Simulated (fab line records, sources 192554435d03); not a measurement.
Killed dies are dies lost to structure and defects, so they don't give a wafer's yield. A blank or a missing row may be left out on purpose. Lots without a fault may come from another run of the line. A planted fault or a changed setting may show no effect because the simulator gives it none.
Tool commonality check | flow n5_finfet | 10 lots, 29 wafers sampled

WHY IT WAS OPENED
At N5_SD_EPI_P_INSPECT_26 the reading raw_defect_count is flagged on 2 of 10 lots. Wafers without a fault read 178, standard deviation 39.
Rule: a lot is flagged when every wafer of it that has a number lies more than 4 standard deviations from that mean, or none has a number. The other lots count as sound.

lot  | measured    | on                | raw_defect_count, wafer by wafer | flag
L574 | day 4 04:14 | defect_inspect-02 | 123 158 197                      |
L577 | day 5 00:49 | defect_inspect-02 | 199 190 207                      |
L578 | day 5 05:44 | defect_inspect-02 | 168 184 236                      |
L579 | day 5 12:32 | defect_inspect-02 | 110 172 208                      |
L581 | day 5 21:24 | defect_inspect-02 | 141 125 202                      |
L587 | day 7 12:07 | defect_inspect-02 | 508 566 555                      | FLAGGED
L591 | day 8 11:00 | defect_inspect-02 | 634 606 533                      | FLAGGED
L592 | day 8 14:39 | defect_inspect-01 | 192 153                          |
L593 | day 9 00:38 | defect_inspect-02 | 225 201 196                      |
L594 | day 9 03:05 | defect_inspect-02 | 318 275 297                      |
The numbers of the flagged lots are 567 on average: +389 against the usual, or +10 standard deviations.

WHICH TOOL RAN EACH LOT
The record holds 3 process steps before the reading, out of a route of 1938 steps. In each cell: the tool, then ch and the chambers that the sampled wafers went through, then the start.
lot  | flag    | N5_SD_EPI_P_SD_RECESS_17        | N5_SD_EPI_P_STRIP_40                | N5_SD_EPI_P_PRECLEAN_33
L574 |         | rie_si-02 ch 0,1,3, day 4 01:12 | plasma_asher-01 ch 0,1, day 4 01:21 | wet_bench-05 ch 2,5,6, day 4 04:11
L577 |         | rie_si-02 ch 0,1, day 4 19:49   | plasma_asher-02 ch 0,1, day 4 19:58 | wet_bench-01 ch 0,4,5, day 5 00:46
L578 |         | rie_si-04 ch 0,1,3, day 5 01:51 | plasma_asher-02 ch 0,1, day 5 02:00 | wet_bench-05 ch 3,4,6, day 5 05:40
L579 |         | rie_si-02 ch 0,2,3, day 5 08:40 | plasma_asher-02 ch 0,1, day 5 08:48 | wet_bench-05 ch 1,4,6, day 5 12:29
L581 |         | rie_si-04 ch 1,2, day 5 18:15   | plasma_asher-01 ch 0,1, day 5 18:25 | wet_bench-05 ch 0,2,4, day 5 21:21
L587 | FLAGGED | rie_si-06 ch 0,1,3, day 7 08:14 | plasma_asher-01 ch 0,1, day 7 08:23 | wet_bench-05 ch 0,4,5, day 7 12:04
L591 | FLAGGED | rie_si-04 ch 1,2, day 8 07:07   | plasma_asher-01 ch 0,1, day 8 07:16 | wet_bench-05 ch 0,2,6, day 8 10:57
L592 |         | rie_si-04 ch 1,3, day 8 11:39   | plasma_asher-01 ch 0,1, day 8 11:48 | wet_bench-01 ch 3,6, day 8 14:36
L593 |         | rie_si-06 ch 0,1,3, day 8 19:37 | plasma_asher-01 ch 0,1, day 8 19:45 | wet_bench-01 ch 2,5,7, day 9 00:34
L594 |         | rie_si-06 ch 2,3, day 9 00:00   | plasma_asher-02 ch 0,1, day 9 00:12 | wet_bench-01 ch 2,4,5, day 9 03:02
What these steps do:
- N5_SD_EPI_P_SD_RECESS_17: chemistry HBr/Cl2/O2, target depth 39.1 nm, bt time 3 s.
- N5_SD_EPI_P_STRIP_40: strips in N2/H2.
- N5_SD_EPI_P_PRECLEAN_33: cleans in SC2, time 45 s.
- N5_SD_EPI_P_INSPECT_26: inspects for defects (darkfield).

FLAGGED OVER TOTAL, TOOL BY TOOL (the gauges that took the reading come last)
step                     | tool              | lots run | flagged | share of the flagged lots | sound lots run after its first flagged lot
N5_SD_EPI_P_SD_RECESS_17 | rie_si-02         | 3        | 0       | none                      | -
N5_SD_EPI_P_SD_RECESS_17 | rie_si-04         | 4        | 1       | some                      | 1 (L592)
N5_SD_EPI_P_SD_RECESS_17 | rie_si-06         | 3        | 1       | some                      | 2 (L593,L594)
N5_SD_EPI_P_STRIP_40     | plasma_asher-01   | 6        | 2       | all                       | 2 (L592,L593)
N5_SD_EPI_P_STRIP_40     | plasma_asher-02   | 4        | 0       | none                      | -
N5_SD_EPI_P_PRECLEAN_33  | wet_bench-01      | 4        | 0       | none                      | -
N5_SD_EPI_P_PRECLEAN_33  | wet_bench-05      | 6        | 2       | all                       | 0
N5_SD_EPI_P_INSPECT_26   | defect_inspect-01 | 1        | 0       | none                      | -
N5_SD_EPI_P_INSPECT_26   | defect_inspect-02 | 9        | 2       | all                       | 2 (L593,L594)

WHAT THE TABLE ALLOWS
3 rows of the table ran every flagged lot: plasma_asher-01 at N5_SD_EPI_P_STRIP_40, wet_bench-05 at N5_SD_EPI_P_PRECLEAN_33, defect_inspect-02 at N5_SD_EPI_P_INSPECT_26.
- plasma_asher-01 at N5_SD_EPI_P_STRIP_40: 2 of its 6 lots flagged. Sound lots ran on it after the first flagged one (L592, L593), which a lasting fault on the whole tool wouldn't allow.
- wet_bench-05 at N5_SD_EPI_P_PRECLEAN_33: 2 of its 6 lots flagged. Its last sound lot is L581 (day 5 21:21), its first flagged lot L587 (day 7 12:04): a fault that began between those two fits.
- defect_inspect-02 at N5_SD_EPI_P_INSPECT_26: 2 of its 9 lots flagged. Sound lots ran on it after the first flagged one (L593, L594), which a lasting fault on the whole tool wouldn't allow.
One tool is left: wet_bench-05 at N5_SD_EPI_P_PRECLEAN_33.

WHAT THE SIMULATOR HAD PUT IN
Chamber particle source: wet_bench-05, from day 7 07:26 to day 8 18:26, at N5_SD_EPI_P_PRECLEAN_33. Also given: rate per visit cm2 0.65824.
Lots struck among those shown: L587, L591. The rule above found the same.
